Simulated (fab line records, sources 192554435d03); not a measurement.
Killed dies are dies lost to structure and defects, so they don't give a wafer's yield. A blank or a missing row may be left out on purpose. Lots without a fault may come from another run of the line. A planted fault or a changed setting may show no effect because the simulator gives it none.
Chamber matching | flow n5_finfet | N5_BEOL_M0_SAQP_ETCH_101 on rie_diel-02: 4 sister chambers
The step etches SiNx in CH3F/O2, target depth 29.9 nm, time 42.7 s. 8 wafers are shown with their chamber, then 8 later ones without.

WAFERS WITH THEIR CHAMBER
wafer  | chamber | throttle_valve_pct (%) | oes_product_au (a.u.)
L086.6 | 1       | 16.24                  | 0.82
L088.4 | 0       | 15.89                  | 0.90
L088.6 | 0       | 15.88                  | 0.90
L090.5 | 2       | 16.54                  | 0.71
L091.1 | 2       | 16.55                  | 0.70
L091.2 | 3       | 16.46                  | 0.74
L091.6 | 1       | 16.25                  | 0.80
L092.3 | 3       | 16.49                  | 0.74

WAFERS WITHOUT THEIR CHAMBER
wafer  | throttle_valve_pct (%) | oes_product_au (a.u.)
L092.4 | 15.91                  | 0.88
L092.5 | 16.24                  | 0.79
L093.2 | 15.92                  | 0.88
L093.4 | 16.57                  | 0.71
L093.5 | 15.91                  | 0.89
L095.1 | 15.94                  | 0.88
L095.4 | 16.56                  | 0.70
L095.5 | 16.56                  | 0.70

WHICH CHAMBER EACH WENT THROUGH
wafer  | from the rows above | in truth
L092.4 | 0                   | 0
L092.5 | 1                   | 1
L093.2 | 0                   | 0
L093.4 | 2                   | 2
L093.5 | 0                   | 0
L095.1 | 0                   | 0
L095.4 | 2                   | 2
L095.5 | 2                   | 2
Placed correctly: 8 of 8. Can't be placed from these rows: 0. Placed wrongly: 0.
How it was worked out, from the rows above alone: a wafer's distance from a chamber is the root of the sum, over the readings, of the square of ((its reading less the chamber's mean) divided by the reading's scatter). The wafer belongs to the nearest chamber; if the next one is less than 2 further off, it can't be placed. A chamber's mean is the mean of its shown wafers. The scatter: the root of (the sum of the squares of (reading less its chamber's mean) over the shown wafers, divided by (wafers less chambers)).
